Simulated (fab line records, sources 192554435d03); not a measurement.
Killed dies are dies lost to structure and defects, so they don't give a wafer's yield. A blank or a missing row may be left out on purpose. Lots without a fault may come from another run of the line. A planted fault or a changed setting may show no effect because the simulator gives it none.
A struck lot beside a sound one | flow n5_finfet | 16 steps out of a route of 1938
Sound: wafers L165.2, L165.3, L165.6. Struck: wafers L176.1, L176.3, L176.5. The cause comes at the end.
At each step with rows: each side's tool, then ch and its chambers, then its first start. Under that, the readings that differ: sound wafers | struck wafers | difference of the means | sigmas: that difference in standard deviations of wafers without a fault.
alike: readings whose means differ by less than 2 such deviations, and words and numbers that are the same on both sides. not compared: withheld readings, readings that some wafer has no value for, bounds like >300 that may hide the same value, and numbers for which the record gives no deviation and whose values overlap.
The two part at a step that has a row with sigmas, a row that says differs or no value, or rows on one side only. Numbers that don't overlap but have no deviation are shown without sigmas and don't part them. A reading that every wafer of one side lacks parts them only if that side has two wafers or more.

N5_BEOL_M2_ANNEAL_95: time 240 s.
  sound on pvd_sputter-03, day 9 17:56; struck on pvd_sputter-01, day 12 14:10
  alike: heater_power_w, susceptor_temp_C, susceptor_temp_C_max
N5_BEOL_M2_SPUTTER_96: material Cu, target thk 4.5 nm, time 8.29 s.
  sound on pvd_sputter-03, day 9 18:04; struck on pvd_sputter-01, day 12 14:18
  alike: susceptor_temp_C, throttle_valve_pct
then, 1 step without rows for these wafers: N5_BEOL_M2_ECD_50 (material Cu, target thk 300 nm).
N5_BEOL_M2_ANNEAL_51: time 90 s.
  sound on rtp_anneal-02 ch 0, day 9 20:02; struck on rtp_anneal-01 ch 0, day 12 14:30
  alike: wafer_temp_C_max
N5_BEOL_M2_CMP_52: polishes, stops on SiOC, t overpolish 6.8 s, target thk 40 nm.
  sound on cmp-02 ch 0,1,3, day 9 20:31; struck on cmp-04 ch 0,1,3, day 12 14:53
  alike: barrier_field_endpoint_s, motor_current_A, overpolish_run_s, platen_rpm, time_to_endpoint_s
N5_BEOL_M2_THK_MEAS_53: measures by xrf.
  sound on film_metro-02, day 9 20:48; struck on film_metro-01, day 12 15:08
  alike: M2_THK
then, 3 steps without rows for these wafers: N5_BEOL_M2_PRE_CLEAN_60 (time 15 s); N5_BEOL_M2_CO_CAP_55 (material Co, precursor CCTBA/H2, target thk 2 nm, time 102.1 s); N5_BEOL_M2_PRE_CLEAN_56 (time 15 s).
N5_BEOL_M2_DEP_57: deposits SiCN from 3MS/NH3, target thk 8 nm, time 14 s.
  sound on pecvd-02 ch 0, day 9 21:04; struck on pecvd-02 ch 0,1,2, day 12 15:23
  alike: showerhead_plenum_p_Torr, throttle_valve_pct
N5_BEOL_M2_RS_MEAS_58: measures by four-point-probe.
  sound on film_metro-01, day 9 21:09; struck on film_metro-02, day 12 15:28
  alike: M2_RS
N5_BEOL_M2_INSPECT_59: inspects for defects (darkfield).
  sound on defect_inspect-01, day 9 21:10; struck on defect_inspect-01, day 12 15:29
  alike: raw_defect_count
N5_BEOL_M3_ILD_DEP_00: deposits SiOC from DEMS/O2, target thk 79 nm, time 15.3 s.
  sound on pecvd-03 ch 0,2, day 9 21:13; struck on pecvd-01 ch 1,2, day 12 15:31
  reading              | sound                | struck               | difference | sigmas
  susceptor_temp_C (C) | 349.69 350.21 350.27 | 359.33 359.25 359.48 | +9.30      | +44
  alike: heater_power_w, showerhead_plenum_p_Torr, throttle_valve_pct
N5_BEOL_M3_THK_MEAS_01:
  sound on film_metro-01, day 9 21:17; struck on film_metro-01, day 12 15:37
  reading         | sound          | struck         | difference | sigmas
  M3_ILD_THK (nm) | 78.7 78.1 80.1 | 72.9 75.1 78.1 | -3.6       | -3
N5_BEOL_M4_RC_MEAS_101:
  sound on prober-02 ch 0, day 10 23:59; struck on prober-01 ch 0, day 13 22:57
  alike: DIBL_N, DIBL_P, IOFF_N, IOFF_P, ION_N, ION_P, SS_N, SS_P, VT_N, VT_P
N5_PASSIVATION_PROBE_49:
  the record has rows for the sound wafers here (prober-01, day 15 13:23) and none for the struck ones

WHERE THEY PART
First at N5_BEOL_M3_ILD_DEP_00; last, within this record, at N5_PASSIVATION_PROBE_49.

WHY: what the simulator had put in
Process parameter drift: pecvd-01, from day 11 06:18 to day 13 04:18, at N5_BEOL_M3_ILD_DEP_00. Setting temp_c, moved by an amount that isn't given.
